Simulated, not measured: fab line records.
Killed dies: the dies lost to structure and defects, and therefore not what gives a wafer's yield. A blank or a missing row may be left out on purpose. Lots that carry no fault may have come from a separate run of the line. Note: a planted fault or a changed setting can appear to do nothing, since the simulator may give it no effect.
Split-lot trial -- flow n5 finfet -- 39 wafers read across 7 lots, on a route 1938 steps long

== THE SPLIT ==
At N5_HKMG_FIN_ETCH_67 (etches SOC in N2/H2, stops on TiN, target depth 388.9 nm), the setting target depth a was moved away from the recipe's 3889 angstrom on 18 of the 39 wafers read, by -12.3% to +9.6%. The other wafers ran this setting at the recipe's value.

The split's own step is where the reading is taken.

== THE READING ==
SOC_of_HKMG_FIN_COAT_66.thk nm (the simulator's own value, which no gauge read), in nm, at N5_HKMG_FIN_ETCH_67 (etches SOC in N2/H2, stops on TiN, target depth 388.9 nm). No usual value for it is given in the file. Here, 21 wafers ran the recipe; their average is 20.7 nm with a standard deviation of 4.7 nm.

wafer,"tool, chamber at the split","target depth a as run, angstrom",against the recipe,"SOC_of_HKMG_FIN_COAT_66.thk nm, nm",against lot-mates on the recipe
L078.1,"rie diel-05, 3",3889,recipe,24.4,-
L078.2,"rie diel-05, 0,2,2",4263,+9.6%,8.2,-14.2
L078.4,"rie diel-05, 0,2,2",4263,+9.6%,8.2,-14.2
L078.6,"rie diel-05, 0,2,2",4263,+9.6%,8.2,-14.2
L078.3,"rie diel-05, 1",3889,recipe,21.4,-
L078.5,"rie diel-05, 1",3889,recipe,21.4,-
L081.3,"rie diel-05, 2",3889,recipe,32,-
L081.4,"rie diel-05, 1",3889,recipe,18.4,-
L081.6,"rie diel-05, 3",3889,recipe,22.4,-
L083.1,"rie diel-05, 0,1,0",4114,+5.8%,8.2,-16.5
L083.4,"rie diel-05, 0,1,0",4114,+5.8%,8.2,-16.5
L083.6,"rie diel-05, 0,1,0",4114,+5.8%,8.2,-16.5
L083.2,"rie diel-05, 2",3889,recipe,27.2,-
L083.3,"rie diel-05, 1",3889,recipe,19.2,-
L083.5,"rie diel-05, 2",3889,recipe,27.8,-
L084.1,"rie diel-05, 2",4240,+9.0%,9,-13.1
L084.2,"rie diel-05, 0,2",4240,+9.0%,8.2,-13.9
L084.6,"rie diel-05, 0,2",4240,+9.0%,8.2,-13.9
L084.3,"rie diel-05, 1",3889,recipe,20.8,-
L084.4,"rie diel-05, 0",3889,recipe,23.4,-
L084.5,"rie diel-05, 1",3889,recipe,22,-
L092.1,"rie diel-02, 1",3889,recipe,17.8,-
L092.2,"rie diel-02, 3",3889,recipe,19.4,-
L092.3,"rie diel-02, 2",4087,+5.1%,11,-8.3
L092.4,"rie diel-02, 0",4087,+5.1%,8.2,-11.1
L092.5,"rie diel-02, 0",4087,+5.1%,8.2,-11.1
L092.6,"rie diel-02, 1",3889,recipe,20.6,-
L095.1,"rie diel-06, 3",3411,-12.3%,53.4,+40.3
L095.2,"rie diel-06, 2",3889,recipe,9.2,-
L095.3,"rie diel-06, 1",3411,-12.3%,56.8,+43.7
L095.4,"rie diel-06, 0",3889,recipe,14.8,-
L095.5,"rie diel-06, 0",3889,recipe,15.2,-
L095.6,"rie diel-06, 3",3411,-12.3%,52.4,+39.3
L096.1,"rie diel-06, 3",3889,recipe,18.6,-
L096.2,"rie diel-06, 2",3656,-6.0%,24.2,+4.9
L096.3,"rie diel-06, 0",3656,-6.0%,31.6,+12.3
L096.4,"rie diel-06, 2",3656,-6.0%,27,+7.7
L096.5,"rie diel-06, 3",3889,recipe,20.8,-
L096.6,"rie diel-06, 0",3889,recipe,18.4,-
Where a row lists several chambers, the file gives one row for several wafers and doesn't say which wafer went through which chamber.

THE FIT
A straight line over all 39 wafers: SOC_of_HKMG_FIN_COAT_66.thk nm changes by -1.97 nm for each +1% of target depth a; r = -0.91; the points scatter about the line by 5.3 nm.
The same after taking each lot's own level away (the mean of its wafers on the recipe; 39 wafers): -2.33 nm for each +1%; r = -0.93; scatter 5.4 nm.
That fit puts the effect of the largest move of target depth a on the reading at 29 nm.
The span of the lots' own levels, 13.07 to 24.73 nm, comes to 2.5 times the standard deviation stated above.
So the lot-to-lot level changes the slope: the two fits differ.
Check: with one of the wafers moved furthest among these (-12.3%) left out of the fit, the line predicts +28.3 nm for it against its lot-mates. It came out at +40.3 nm against them.

== ADDITIONAL SPLITS CARRIED BY THESE WAFERS ==
Before the reading, these wafers also passed through other splits. Each is held against what the fit with the lots' levels taken away leaves over:
other split on the same wafers,wafers away from the commonest value,r with SOC_of_HKMG_FIN_COAT_66.thk nm (lot level and that fit taken away)
N5_SD_EPI_P_EPI_21 dopant conc cm3,15,+0.10
N5_HKMG_FIN_ETCH_54 source w,15,-0.07
N5_HKMG_FIN_ETCH_32 target depth a,12,+0.02

== FILE'S OWN FIT ==
SOC_of_HKMG_FIN_COAT_66.thk nm changes by -2.29 nm for each +1% of target depth a, r = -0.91.
